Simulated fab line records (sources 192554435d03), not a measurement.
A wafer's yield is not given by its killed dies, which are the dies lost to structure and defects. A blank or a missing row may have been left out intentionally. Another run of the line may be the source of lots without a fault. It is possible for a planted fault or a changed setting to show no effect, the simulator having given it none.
The tool behind it: which one?	flow n5 finfet	9 lots with 27 wafers sampled at 5 steps, on a route of 1938 steps

== WHAT EACH GAUGE READ, for each wafer ==
N5_BEOL_M4_RC_MEAS_101. Usual: DIBL_N 36.3 mV/V, standard deviation 1.9; DIBL_P 36.0 mV/V, standard deviation 2.1; IOFF_N 0.16 nA/um, standard deviation 0.031; IOFF_P 0.21 nA/um, standard deviation 0.035; ION_N 675 uA/um, standard deviation 14; ION_P 464 uA/um, standard deviation 8.5; SS_N 71.5 mV/dec, standard deviation 0.6; SS_P 73.3 mV/dec, standard deviation 0.72; VT_N 250 mV, standard deviation 3.2; VT_P -250 mV, standard deviation 3.1.
lot	measured	on	DIBL_N (mV/V)	DIBL_P (mV/V)	IOFF_N (nA/um)	IOFF_P (nA/um)	ION_N (uA/um)	ION_P (uA/um)	SS_N (mV/dec)	SS_P (mV/dec)	VT_N (mV)	VT_P (mV)	flag
L699	day 8 15:01	prober-01	34.5 34.5 39.1	36.0 36.8 41.7	0.14 0.14 0.24	0.19 0.20 0.29	691 673 698	475 464 470	70.4 70.9 71.9	73.7 74.3 74.9	249 251 242	-252 -250 -247	
L703	day 9 15:16	prober-02	39.5 39.9 36.4	38.3 38.0 35.1	0.19 0.22 0.16	0.27 0.27 0.22	675 672 677	465 460 470	72.0 72.6 70.3	73.3 73.2 72.6	249 247 251	-247 -244 -247	
L704	day 9 10:14	prober-01	33.6 36.4 35.0	31.7 35.0 34.1	0.10 0.14 0.12	0.16 0.21 0.20	667 675 663	464 462 462	70.8 72.4 70.9	71.8 72.9 72.1	257 252 255	-254 -248 -249	
L709	day 14 08:04	prober-02	37.1 37.9 36.8	36.4 38.7 35.7	0.16 0.19 0.15	0.20 0.26 0.21	672 674 676	461 468 469	72.1 71.9 71.6	73.9 74.0 73.9	255 250 251	-252 -248 -250	
L712	day 13 07:18	prober-02	39.3 36.0 36.2	40.2 35.6 36.0	0.22 0.15 0.15	0.29 0.19 0.20	696 694 686	484 475 472	72.3 70.8 71.5	74.4 73.4 73.3	246 249 249	-245 -251 -252	
L715	day 14 09:01	prober-01	36.4 36.8 36.2	36.4 38.3 37.6	0.18 0.19 0.18	0.21 0.24 0.25	668 685 681	460 466 469	72.1 71.9 71.6	73.0 74.0 74.3	249 247 246	-249 -248 -246	
L716	day 13 01:41	prober-01	35.2 35.7 37.2	36.5 36.8 39.7	0.14 0.16 0.19	0.17 0.18 0.22	678 681 698	458 457 471	70.4 71.7 72.5	72.9 73.2 73.5	248 248 246	-257 -254 -250	
L718	day 14 12:35	prober-02	35.8 34.3 36.3	36.4 34.6 36.0	0.15 0.13 0.15	0.23 0.19 0.21	676 673 676	469 465 465	72.4 71.7 72.0	73.1 72.1 72.5	251 253 251	-249 -250 -249	
L719	day 15 04:40	prober-01	36.2 36.5 36.9	36.7 36.7 37.3	0.15 0.15 0.16	0.21 0.21 0.21	668 668 665	460 458 457	71.1 70.7 71.4	73.1 73.2 74.1	250 251 251	-249 -248 -250	

== EACH LOT AND THE TOOL THAT RAN IT (in order: tool; ch and the chambers of the sampled wafers; start) ==
lot	N5_FIN_SAQP_RECESS_75	N5_FIN_SAQP_ETCH_57	N5_FIN_SAQP_HM_OPEN_33	N5_FIN_CUT_COAT_18
L699	vapor etch-02 ch 0,1, day 2 16:50	rie diel-03 ch 0,2, day 2 18:16	rie diel-02 ch 1,2,3, day 2 19:58	litho track-01 ch 0, day 2 20:32
L703	vapor etch-02 ch 0, day 3 17:37	rie diel-03 ch 0,1, day 3 18:59	rie diel-04 ch 0,2,3, day 3 20:57	litho track-02 ch 0, day 3 21:31
L704	vapor etch-02 ch 0,1, day 3 22:17	rie diel-02 ch 0,1,2, day 3 23:38	rie diel-03 ch 0,2,3, day 4 01:19	litho track-05 ch 0, day 4 01:53
L709	vapor etch-01 ch 0,1, day 5 06:31	rie diel-03 ch 0,1,3, day 5 07:59	rie diel-04 ch 0,2,3, day 5 09:50	litho track-05 ch 0, day 5 10:25
L712	vapor etch-01 ch 0,1, day 5 22:46	rie diel-02 ch 0,1,3, day 6 00:19	rie diel-03 ch 1,2,3, day 6 01:53	litho track-05 ch 0, day 6 02:28
L715	vapor etch-02 ch 0,1, day 6 17:44	rie diel-03 ch 0,1,2, day 6 19:05	rie diel-02 ch 0,2,3, day 6 20:41	litho track-05 ch 0, day 6 21:16
L716	vapor etch-02 ch 0,1, day 7 00:02	rie diel-03 ch 0,1,3, day 7 01:31	rie diel-04 ch 0,2,3, day 7 03:03	litho track-01 ch 0, day 7 03:37
L718	vapor etch-01 ch 0,1, day 7 10:43	rie diel-03 ch 0,3, day 7 12:04	rie diel-02 ch 0,1,3, day 7 14:08	litho track-01 ch 0, day 7 14:42
L719	vapor etch-01 ch 0,1, day 7 21:06	rie diel-02 ch 2,3, day 7 23:14	rie diel-02 ch 0,2,3, day 8 01:16	litho track-01 ch 0, day 8 01:49
- N5_FIN_SAQP_RECESS_75: chemistry HF/NH3, target SiO2, target depth 14.4 nm, afs cycles 3, sublimation time 60 s.
- N5_FIN_SAQP_ETCH_57: etches SiNx in CH3F/O2, target depth 32.5 nm, time 46.4 s.
- N5_FIN_SAQP_HM_OPEN_33: chemistry CH3F/O2, target SiNx, target depth 49.4 nm, time 70.6 s.
- N5_FIN_CUT_COAT_18: time 60 s, resist thk 230 nm.

== WHAT THE TOOLS THEMSELVES READ (means of the sampled wafers that have a number; where no wafer has one, the mark that the record gives instead) ==
N5_FIN_SAQP_RECESS_75. Usual: drypump motor current A 5.9 A, standard deviation 0.56.
lot	tool	drypump motor current A (A)	flag
L699	vapor etch-02	5.6	
L703	vapor etch-02	5.1	
L704	vapor etch-02	5.6	
L709	vapor etch-01	6.1	
L712	vapor etch-01	6.0	
L715	vapor etch-02	5.6	
L716	vapor etch-02	6.1	
L718	vapor etch-01	6.1	
L719	vapor etch-01	6.1	

N5_FIN_SAQP_ETCH_57. Usual: drypump motor current A 5.9 A, standard deviation 0.43; etch rf on time s 46.0 s, standard deviation 1.3; oes product au 0.69 a.u., standard deviation 0.085; rf vpp V 300 V, standard deviation 6.2; showerhead plenum p Torr 2.00 Torr, standard deviation 0.082; throttle valve pct 16.36 %, standard deviation 0.2.
lot	tool	drypump motor current A (A)	etch rf on time s (s)	oes product au (a.u.)	rf vpp V (V)	showerhead plenum p Torr (Torr)	throttle valve pct (%)	flag
L699	rie diel-03	5.5	46.9	0.63	296	1.94	16.40	
L703	rie diel-03	5.8	46.5	0.74	295	2.01	16.51	
L704	rie diel-02	6.2	45.1	0.66	302	1.98	16.37	
L709	rie diel-03	5.7	44.8	0.73	298	2.02	16.32	
L712	rie diel-02	6.3	46.3	0.67	301	1.95	16.39	
L715	rie diel-03	5.6	47.6	0.65	298	1.98	16.49	
L716	rie diel-03	5.7	46.8	0.70	298	2.02	16.35	
L718	rie diel-03	5.5	46.2	0.70	303	2.04	16.15	
L719	rie diel-02	6.2	45.9	0.74	299	2.06	16.29	

N5_FIN_SAQP_HM_OPEN_33. Usual: drypump motor current A 6.0 A, standard deviation 0.43; etch rf on time s 68.2 s, standard deviation 1.9; oes product au 0.70 a.u., standard deviation 0.089; rf vpp V 300 V, standard deviation 5.5; showerhead plenum p Torr 1.99 Torr, standard deviation 0.08; throttle valve pct 16.33 %, standard deviation 0.24.
lot	tool	drypump motor current A (A)	etch rf on time s (s)	oes product au (a.u.)	rf vpp V (V)	showerhead plenum p Torr (Torr)	throttle valve pct (%)	flag
L699	rie diel-02	6.2	67.5	0.64	299	2.03	16.41	
L703	rie diel-04	6.0	66.0	0.68	299	1.94	16.37	
L704	rie diel-03	5.4	69.8	0.69	303	2.01	16.23	
L709	rie diel-04	6.0	67.9	0.76	298	1.94	16.23	
L712	rie diel-03	5.5	69.9	0.71	304	2.06	16.30	
L715	rie diel-02	6.2	66.7	0.71	303	2.02	16.34	
L716	rie diel-04	5.9	68.0	0.72	298	1.94	16.25	
L718	rie diel-02	6.3	69.5	0.73	302	2.03	16.26	
L719	rie diel-02	6.2	67.3	0.69	303	2.02	16.36	

N5_FIN_CUT_COAT_18. Usual: heater power total W 500.5 W, standard deviation 1.7; plate temp C 249.95 C, standard deviation 0.18.
lot	tool	heater power total W (W)	plate temp C (C)	flag
L699	litho track-01	500.2	249.93	
L703	litho track-02	498.9	249.99	
L704	litho track-05	500.9	250.06	
L709	litho track-05	499.8	250.05	
L712	litho track-05	398.6	207.25	OFF
L715	litho track-05	396.8	207.32	OFF
L716	litho track-01	502.7	249.81	
L718	litho track-01	499.7	249.92	
L719	litho track-01	500.6	249.74	

== THE ANSWER, worked out from the rows above alone ==
Rule: lot off if the mean of its wafers having a number is beyond 3 standard deviations from the usual mean. Also off: a lot with no number at a reading for which 4 or more lots have one. Any other lot the step has rows for is counted as sound. The gauges are gone through in route order, then the tools' own readings, and for those a lot's mean is taken as printed above. At the first step where some lot is off, the reading lying furthest off is the one used; lots without a number count as furthest.
Off: L712, L715, at N5_FIN_CUT_COAT_18 (plate temp C).
If a tool, at that step or one of the process steps before it, ran each lot that is off and ran no sound lot following the first of them, it fits. One fits: N5_FIN_CUT_COAT_18 on litho track-05. A fault onset in the window from L709 (day 5 10:25, its last sound lot) to L712 (day 6 02:28, its first lot off) fits.
The tool's own readings at N5_FIN_CUT_COAT_18 bear it out: on the lots that are off they differ by more than 5 times the standard deviation of the sound lots' means. heater power total W reads 397.7 W there against 500.4 W on the sound lots; plate temp C reads 207.28 C there against 249.93 C on the sound lots.

== WHAT THE SIMULATOR PUT IN ==
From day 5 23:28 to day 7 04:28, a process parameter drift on litho track-05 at N5_FIN_CUT_COAT_18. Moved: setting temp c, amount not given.
Shown lots that were struck: L712, L715. Same finding as the rule above.
